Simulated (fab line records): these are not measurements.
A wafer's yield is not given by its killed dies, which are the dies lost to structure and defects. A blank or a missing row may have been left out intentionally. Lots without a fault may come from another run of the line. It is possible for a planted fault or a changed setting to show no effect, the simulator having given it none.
Split-lot trial / flow n5_finfet / route with 1938 steps; 7 lots, 21 wafers read

== ON THE SPLIT ==
At N5_BEOL_M4_COAT_05 (resist thk 30 nm), the setting spin_rpm was moved away from the recipe's 1500 rpm on 6 of the 21 wafers read, by -10.9% to +8.7%. All remaining wafers had this setting at the recipe value.

== FROM THE SPLIT TO THE READING: what the file shows between them, 4 steps ==
- N5_BEOL_M4_EBR_07
- N5_BEOL_M4_SOFTBAKE_06: time 60 s
- N5_BEOL_M4_EXPOSE_08: exposes mask M4
- N5_BEOL_M4_PEB_09: peb time 60 s

== THE READING ==
CAR-EUV_of_BEOL_M4_COAT_05.thk_nm (the simulator's own value, which no gauge read), in nm, at N5_BEOL_M4_DEVELOP_10 (develop time 30 s). No usual value for it is given in the file. Average 29.5 nm, standard deviation 0.088 nm, over the 15 wafers here run with the recipe.

wafer=L074.2; tool, chamber at the split=litho_track-02, 0; spin_rpm as run, rpm=1336; against the recipe=-10.9%; CAR-EUV_of_BEOL_M4_COAT_05.thk_nm, nm=31.2; against lot-mates on the recipe=+1.8
wafer=L074.5; tool, chamber at the split=litho_track-02, 0; spin_rpm as run, rpm=1500; against the recipe=recipe; CAR-EUV_of_BEOL_M4_COAT_05.thk_nm, nm=29.4; against lot-mates on the recipe=-
wafer=L074.6; tool, chamber at the split=litho_track-02, 0; spin_rpm as run, rpm=1500; against the recipe=recipe; CAR-EUV_of_BEOL_M4_COAT_05.thk_nm, nm=29.4; against lot-mates on the recipe=-
wafer=L076.2; tool, chamber at the split=litho_track-03, 0; spin_rpm as run, rpm=1631; against the recipe=+8.7%; CAR-EUV_of_BEOL_M4_COAT_05.thk_nm, nm=28.2; against lot-mates on the recipe=-1.4
wafer=L076.3; tool, chamber at the split=litho_track-03, 0; spin_rpm as run, rpm=1631; against the recipe=+8.7%; CAR-EUV_of_BEOL_M4_COAT_05.thk_nm, nm=28.2; against lot-mates on the recipe=-1.4
wafer=L076.5; tool, chamber at the split=litho_track-03, 0; spin_rpm as run, rpm=1500; against the recipe=recipe; CAR-EUV_of_BEOL_M4_COAT_05.thk_nm, nm=29.6; against lot-mates on the recipe=-
wafer=L078.1; tool, chamber at the split=litho_track-01, 0; spin_rpm as run, rpm=1338; against the recipe=-10.8%; CAR-EUV_of_BEOL_M4_COAT_05.thk_nm, nm=31.4; against lot-mates on the recipe=+1.9
wafer=L078.2; tool, chamber at the split=litho_track-01, 0; spin_rpm as run, rpm=1500; against the recipe=recipe; CAR-EUV_of_BEOL_M4_COAT_05.thk_nm, nm=29.4; against lot-mates on the recipe=-
wafer=L078.6; tool, chamber at the split=litho_track-01, 0; spin_rpm as run, rpm=1500; against the recipe=recipe; CAR-EUV_of_BEOL_M4_COAT_05.thk_nm, nm=29.6; against lot-mates on the recipe=-
wafer=L085.4; tool, chamber at the split=litho_track-03, 0; spin_rpm as run, rpm=1500; against the recipe=recipe; CAR-EUV_of_BEOL_M4_COAT_05.thk_nm, nm=29.6; against lot-mates on the recipe=-
wafer=L085.5; tool, chamber at the split=litho_track-03, 0; spin_rpm as run, rpm=1500; against the recipe=recipe; CAR-EUV_of_BEOL_M4_COAT_05.thk_nm, nm=29.6; against lot-mates on the recipe=-
wafer=L085.6; tool, chamber at the split=litho_track-03, 0; spin_rpm as run, rpm=1500; against the recipe=recipe; CAR-EUV_of_BEOL_M4_COAT_05.thk_nm, nm=29.6; against lot-mates on the recipe=-
wafer=L089.3; tool, chamber at the split=litho_track-02, 0; spin_rpm as run, rpm=1628; against the recipe=+8.5%; CAR-EUV_of_BEOL_M4_COAT_05.thk_nm, nm=28.4; against lot-mates on the recipe=-1.2
wafer=L089.4; tool, chamber at the split=litho_track-02, 0; spin_rpm as run, rpm=1628; against the recipe=+8.5%; CAR-EUV_of_BEOL_M4_COAT_05.thk_nm, nm=28.6; against lot-mates on the recipe=-1.0
wafer=L089.5; tool, chamber at the split=litho_track-02, 0; spin_rpm as run, rpm=1500; against the recipe=recipe; CAR-EUV_of_BEOL_M4_COAT_05.thk_nm, nm=29.6; against lot-mates on the recipe=-
wafer=L092.3; tool, chamber at the split=litho_track-03, 0; spin_rpm as run, rpm=1500; against the recipe=recipe; CAR-EUV_of_BEOL_M4_COAT_05.thk_nm, nm=29.6; against lot-mates on the recipe=-
wafer=L092.6; tool, chamber at the split=litho_track-03, 0; spin_rpm as run, rpm=1500; against the recipe=recipe; CAR-EUV_of_BEOL_M4_COAT_05.thk_nm, nm=29.6; against lot-mates on the recipe=-
wafer=L092.4; tool, chamber at the split=litho_track-03, 0; spin_rpm as run, rpm=1500; against the recipe=recipe; CAR-EUV_of_BEOL_M4_COAT_05.thk_nm, nm=29.4; against lot-mates on the recipe=-
wafer=L094.1; tool, chamber at the split=litho_track-02, 0; spin_rpm as run, rpm=1500; against the recipe=recipe; CAR-EUV_of_BEOL_M4_COAT_05.thk_nm, nm=29.6; against lot-mates on the recipe=-
wafer=L094.2; tool, chamber at the split=litho_track-02, 0; spin_rpm as run, rpm=1500; against the recipe=recipe; CAR-EUV_of_BEOL_M4_COAT_05.thk_nm, nm=29.6; against lot-mates on the recipe=-
wafer=L094.6; tool, chamber at the split=litho_track-02, 0; spin_rpm as run, rpm=1500; against the recipe=recipe; CAR-EUV_of_BEOL_M4_COAT_05.thk_nm, nm=29.6; against lot-mates on the recipe=-

FIT RESULTS
A straight line over all 21 wafers: CAR-EUV_of_BEOL_M4_COAT_05.thk_nm changes by -0.149 nm for each +1% of spin_rpm; r = -0.99; the points scatter about the line by 0.12 nm.
The same after taking each lot's own level away (the mean of its wafers on the recipe; 21 wafers): -0.157 nm for each +1%; r = -0.99; scatter 0.1 nm.
According to that fit, moving spin_rpm by its largest amount changes the reading by 1.7 nm.
Measured against the standard deviation above, the lots' own levels, which go from 29.40 to 29.60 nm, span 2.3 times it.
The two slopes are in agreement: the lot-to-lot level therefore moves the slope only a little.
Check: for one of the wafers moved furthest among these (-10.9%), held out of the fit, the line's prediction against its lot-mates is +1.73 nm. Against them it came out at +1.8 nm.

== THESE WAFERS: OTHER SPLITS ==
Other splits were also applied to these wafers ahead of the reading. Each is held against what the fit with the lots' levels taken away leaves over:
other split on the same wafers=N5_BEOL_M0_SAQP_SPACER1_ALD_98 temp_c; wafers away from the commonest value=8; r with CAR-EUV_of_BEOL_M4_COAT_05.thk_nm (lot level and that fit taken away)=-0.24
other split on the same wafers=N5_BEOL_M1_ETCH_64 source_w; wafers away from the commonest value=9; r with CAR-EUV_of_BEOL_M4_COAT_05.thk_nm (lot level and that fit taken away)=+0.07
other split on the same wafers=N5_BEOL_M1_TRENCH_ETCH_37 bias_w; wafers away from the commonest value=4; r with CAR-EUV_of_BEOL_M4_COAT_05.thk_nm (lot level and that fit taken away)=+0.06
other split on the same wafers=N5_BEOL_M2_TRENCH_ETCH_37 time_s; wafers away from the commonest value=14; r with CAR-EUV_of_BEOL_M4_COAT_05.thk_nm (lot level and that fit taken away)=+0.11
other split on the same wafers=N5_BEOL_M3_COAT_05 spin_rpm; wafers away from the commonest value=8; r with CAR-EUV_of_BEOL_M4_COAT_05.thk_nm (lot level and that fit taken away)=+0.22

== THE WHOLE CHAIN: every reading that the file lists as answering this split, in the file's order ==
step=N5_BEOL_M4_COAT_05; what it does=resist thk 30 nm; reading=CAR-EUV_of_BEOL_M4_COAT_05.thk_nm (the simulator's own value, which no gauge read); change (the file's fit)=-0.153 nm for each +1% of the setting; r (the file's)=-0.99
step=N5_BEOL_M4_DEVELOP_10; what it does=develop time 30 s; reading=CAR-EUV_of_BEOL_M4_COAT_05.thk_nm (the simulator's own value, which no gauge read); change (the file's fit)=-0.16 nm for each +1% of the setting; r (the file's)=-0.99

== FILE'S OWN FIT ==
CAR-EUV_of_BEOL_M4_COAT_05.thk_nm changes by -0.16 nm for each +1% of spin_rpm, r = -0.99.
